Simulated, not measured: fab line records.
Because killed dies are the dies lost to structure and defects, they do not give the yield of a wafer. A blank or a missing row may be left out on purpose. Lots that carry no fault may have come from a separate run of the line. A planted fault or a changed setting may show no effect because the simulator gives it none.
Split-lot experiment	flow n5-finfet	39 wafers read from 7 lots, route of 1938 steps

## THE SPLIT ITSELF
At N5_GATE_CUT_DESCUM_18 (chemistry O2, time 7 s), the setting time-s was moved away from the recipe's 7 s on 15 of the 39 wafers read, by -58.1% to +36.9%. The other wafers ran this setting at the recipe's value.

Split to reading: the file shows no intervening step.

## THE READING
GATE_CUT.cd-nm (the simulator's own value, which no gauge read), in nm, at N5_GATE_CUT_ETCH_28 (etches underlayer in N2/H2, target depth 13 nm, time 10.4 s). The file does not state a usual value for it. The 24 wafers here that ran the recipe average 19.9 nm, standard deviation 0.17 nm.

wafer	tool, chamber at the split	time-s as run, s	against the recipe	GATE_CUT.cd-nm, nm	against lot-mates on the recipe
L074.1	rie-diel-02, 1,0	7	recipe	20	-
L074.4	rie-diel-02, 1,0	7	recipe	20	-
L074.6	rie-diel-02, 1	7	recipe	19.8	-
L075.1	rie-diel-03, 0	8.473	+21.0%	20	+0.3
L075.5	rie-diel-03, 3	8.473	+21.0%	20	+0.3
L075.2	rie-diel-03, 1	7	recipe	19.4	-
L075.3	rie-diel-03, 2	8.473	+21.0%	19.8	+0.1
L075.4	rie-diel-03, 3	7	recipe	19.8	-
L075.6	rie-diel-03, 0	7	recipe	19.8	-
L083.1	rie-diel-04, 0	7	recipe	20	-
L083.4	rie-diel-04, 1	7	recipe	20	-
L083.5	rie-diel-04, 1	7	recipe	20	-
L083.2	rie-diel-04, 2	3.419	-51.2%	19.4	-0.6
L083.6	rie-diel-04, 2	3.419	-51.2%	19.4	-0.6
L083.3	rie-diel-04, 3	3.419	-51.2%	19.6	-0.4
L084.1	rie-diel-04, 1	7	recipe	20	-
L084.2	rie-diel-04, 0	9.582	+36.9%	20	+0.1
L084.3	rie-diel-04, 2	7	recipe	19.8	-
L084.4	rie-diel-04, 3	7	recipe	19.8	-
L084.5	rie-diel-04, 2	9.582	+36.9%	20.2	+0.3
L084.6	rie-diel-04, 1	9.582	+36.9%	20.2	+0.3
L091.1	rie-diel-03, 1,2,3	2.934	-58.1%	19.6	-0.5
L091.2	rie-diel-03, 1,2,3	2.934	-58.1%	19.6	-0.5
L091.4	rie-diel-03, 1,2,3	2.934	-58.1%	19.6	-0.5
L091.3	rie-diel-03, 0	7	recipe	20.2	-
L091.6	rie-diel-03, 3	7	recipe	20.2	-
L091.5	rie-diel-03, 0	7	recipe	20	-
L093.1	rie-diel-03, 2	7	recipe	19.6	-
L093.2	rie-diel-03, 0	7	recipe	19.8	-
L093.4	rie-diel-03, 1	7	recipe	19.8	-
L093.6	rie-diel-03, 0	7	recipe	19.8	-
L093.3	rie-diel-03, 3	7	recipe	20	-
L093.5	rie-diel-03, 3	7	recipe	20	-
L094.1	rie-diel-04, 2,1	7	recipe	20	-
L094.4	rie-diel-04, 3	7	recipe	20	-
L094.2	rie-diel-04, 0	3.622	-48.3%	19.4	-0.5
L094.3	rie-diel-04, 1	3.622	-48.3%	19.4	-0.5
L094.5	rie-diel-04, 0	3.622	-48.3%	19.6	-0.3
L094.6	rie-diel-04, 2,1	7	recipe	19.8	-
If several chambers appear in one row, that row covers several wafers at once and the file leaves open which wafer was in which chamber.

THE FIT
A straight line over all 39 wafers: GATE_CUT.cd-nm changes by +0.00672 nm for each +1% of time-s; r = +0.76; the points scatter about the line by 0.16 nm.
The same after taking each lot's own level away (the mean of its wafers on the recipe; 39 wafers): +0.00946 nm for each +1%; r = +0.92; scatter 0.11 nm.
That fit puts the effect of the largest move of time-s on the reading at 0.55 nm.
From 19.67 to 20.13 nm: that is the span of the lots' own levels, equal to 2.7 times the standard deviation above.
So the lot-to-lot level blurs the effect unless lot-mates are compared.
Check: for one of the wafers moved furthest among these (-58.1%), held out of the fit, the line's prediction against its lot-mates is -0.557 nm. Against them it came out at -0.533 nm.

## FURTHER SPLITS ON THESE WAFERS
Other splits were also applied to these wafers ahead of the reading. Each is held against what the fit with the lots' levels taken away leaves over:
other split on the same wafers	wafers away from the commonest value	r with GATE_CUT.cd-nm (lot level and that fit taken away)
N5_FIN_SAQP_ETCH_65 time-s	15	+0.15
N5_FIN_CUT_CUT_ETCH_15 time-s	18	-0.09
N5_HKMG_FIN_ETCH_55 time-s	12	+0.00

## THE WHOLE CHAIN: every reading that the file lists as answering this split, in the file's order
step	what it does	reading	change (the file's fit)	r (the file's)
N5_GATE_CUT_DESCUM_18	chemistry O2, time 7 s	CAR-EUV_of_GATE_CUT_COAT_07.thk-nm (the simulator's own value, which no gauge read)	-0.034 nm for each +1% of the setting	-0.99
N5_GATE_CUT_DESCUM_18	chemistry O2, time 7 s	GATE_CUT.cd-nm (the simulator's own value, which no gauge read)	+0.00938 nm for each +1% of the setting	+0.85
N5_GATE_CUT_ETCH_28	etches underlayer in N2/H2, target depth 13 nm, time 10.4 s	GATE_CUT.cd-nm (the simulator's own value, which no gauge read)	+0.00951 nm for each +1% of the setting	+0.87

## THE FILE'S OWN FIT
GATE_CUT.cd-nm changes by +0.00951 nm for each +1% of time-s, r = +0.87.
